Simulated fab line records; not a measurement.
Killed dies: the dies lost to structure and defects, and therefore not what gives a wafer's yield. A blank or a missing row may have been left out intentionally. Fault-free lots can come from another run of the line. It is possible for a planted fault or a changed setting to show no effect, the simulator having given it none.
Split-lot experiment | flow n5Finfet | 21 wafers read across 7 lots, on a route 1938 steps long

== ON THE SPLIT ==
At N5_BEOL_M11_ETCH_41 (etches SiCN in CH3F/O2, target depth 42.6 nm, time 86 s), the setting timeS was moved away from the recipe's 86 s on 7 of the 21 wafers read, by -13.0% to +14.3%. For the rest of the wafers, this setting stayed at what the recipe calls for.

Reading taken at the split's own step.

== THE READING ==
etch.depthNm (the simulator's own value, which no gauge read), in nm, at N5_BEOL_M11_ETCH_41 (etches SiCN in CH3F/O2, target depth 42.6 nm, time 86 s). There is no usual value for it anywhere in the file. The 14 wafers here that ran the recipe average 32.73 nm, standard deviation 0.69 nm.

wafer  | tool, chamber at the split | timeS as run, s | against the recipe | etch.depthNm, nm | against lot-mates on the recipe
L074.4 | rieDiel-06, 1              | 86              | recipe             | 32.99            | -
L074.5 | rieDiel-06, 0              | 94.24           | +9.6%              | 35.79            | +2.80
L074.6 | rieDiel-06, 1              | 94.24           | +9.6%              | 36.04            | +3.05
L075.2 | rieDiel-04, 1              | 98.32           | +14.3%             | 37.11            | +5.25
L075.3 | rieDiel-04, 0              | 86              | recipe             | 31.11            | -
L075.4 | rieDiel-04, 2              | 86              | recipe             | 32.6             | -
L084.3 | rieDiel-03, 3              | 86              | recipe             | 32.45            | -
L084.5 | rieDiel-03, 0              | 86              | recipe             | 33.74            | -
L084.6 | rieDiel-03, 3              | 86              | recipe             | 32.58            | -
L088.1 | rieDiel-04, 1              | 74.82           | -13.0%             | 28.68            | -3.54
L088.3 | rieDiel-04, 3              | 86              | recipe             | 32.23            | -
L088.5 | rieDiel-04, 3              | 86              | recipe             | 32.21            | -
L091.1 | rieDiel-06, 3              | 86              | recipe             | 33.13            | -
L091.2 | rieDiel-06, 0              | 86              | recipe             | 32.53            | -
L091.5 | rieDiel-06, 1              | 86              | recipe             | 33.39            | -
L093.1 | rieDiel-03, 2              | 96.98           | +12.8%             | 38.7             | +5.23
L093.2 | rieDiel-03, 0              | 86              | recipe             | 33.96            | -
L093.5 | rieDiel-03, 3              | 86              | recipe             | 32.99            | -
L097.4 | rieDiel-04, 3              | 92.58           | +7.7%              | 34.53            | +2.19
L097.5 | rieDiel-04, 0              | 92.58           | +7.7%              | 32.95            | +0.61
L097.6 | rieDiel-04, 3              | 86              | recipe             | 32.34            | -

THE FIT
A straight line over all 21 wafers: etch.depthNm changes by +0.323 nm for each +1% of timeS; r = +0.91; the points scatter about the line by 0.91 nm.
The same after taking each lot's own level away (the mean of its wafers on the recipe; 21 wafers): +0.316 nm for each +1%; r = +0.95; scatter 0.67 nm.
Per that fit: largest timeS move, reading shift of 4.5 nm.
Across the lots, their own levels run from 31.855 to 33.475 nm, a range of 2.3 times the standard deviation given above.
The two slopes are in agreement: the lot-to-lot level therefore moves the slope only a little.
Check: for one of the wafers moved furthest among these (+14.3%), held out of the fit, the line's prediction against its lot-mates is +4.31 nm. Against them it came out at +5.25 nm.

== THESE WAFERS: OTHER SPLITS ==
Other splits were also applied to these wafers ahead of the reading. Each is held against what the fit with the lots' levels taken away leaves over:
other split on the same wafers    | wafers away from the commonest value | r with etch.depthNm (lot level and that fit taken away)
N5_BEOL_M8_TRENCH_ETCH_37 sourceW | 7                                    | -0.01
N5_BEOL_M10_ETCH_62 timeS         | 6                                    | +0.29

== THE FILE'S OWN FIT ==
etch.depthNm changes by +0.33 nm for each +1% of timeS, r = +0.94.
